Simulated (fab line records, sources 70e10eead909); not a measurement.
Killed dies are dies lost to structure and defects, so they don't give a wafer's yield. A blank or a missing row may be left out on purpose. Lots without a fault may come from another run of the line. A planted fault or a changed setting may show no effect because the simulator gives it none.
Chamber matching | flow nand_harc | NHARC_A_WL_FILL_ALD_10 on ald_hk-04: 4 sister chambers
The step deposits SiO2, target thk 50 nm, pulse time 10 s, ald cycles 500. 4 wafers are shown with their chamber, then 8 later ones without.

WAFERS WITH THEIR CHAMBER
wafer  | chamber | heater_power_outer_w (W)
L084.5 | 1       | 301
L085.1 | 0       | 269
L086.6 | 2       | 234
L089.3 | 3       | 269

WAFERS WITHOUT THEIR CHAMBER
wafer  | heater_power_outer_w (W)
L089.4 | 242
L089.5 | 275
L092.1 | 280
L092.2 | 236
L092.6 | 293
L096.1 | 275
L096.2 | 273
L096.5 | 279

WHICH CHAMBER EACH WENT THROUGH
wafer  | from the rows above          | in truth
L089.4 | 2                            | 2
L089.5 | can't be placed: 0 or 3      | 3
L092.1 | can't be placed: 0 or 3 or 1 | 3
L092.2 | 2                            | 2
L092.6 | 1                            | 1
L096.1 | can't be placed: 0 or 3      | 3
L096.2 | can't be placed: 0 or 3      | 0
L096.5 | can't be placed: 0 or 3 or 1 | 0
Placed correctly: 3 of 8. Can't be placed from these rows: 5 (the true chamber is among the candidates in 5). Placed wrongly: 0.
How it was worked out, from the rows above alone: a wafer's distance from a chamber is the root of the sum, over the readings, of the square of ((its reading less the chamber's mean) divided by the reading's scatter). The wafer belongs to the nearest chamber; if the next one is less than 2 further off, it can't be placed. A chamber's mean is the mean of its shown wafers. The scatter: with one shown wafer a chamber, the root of the mean of the squares of how far each hidden wafer lies from its nearest shown one.
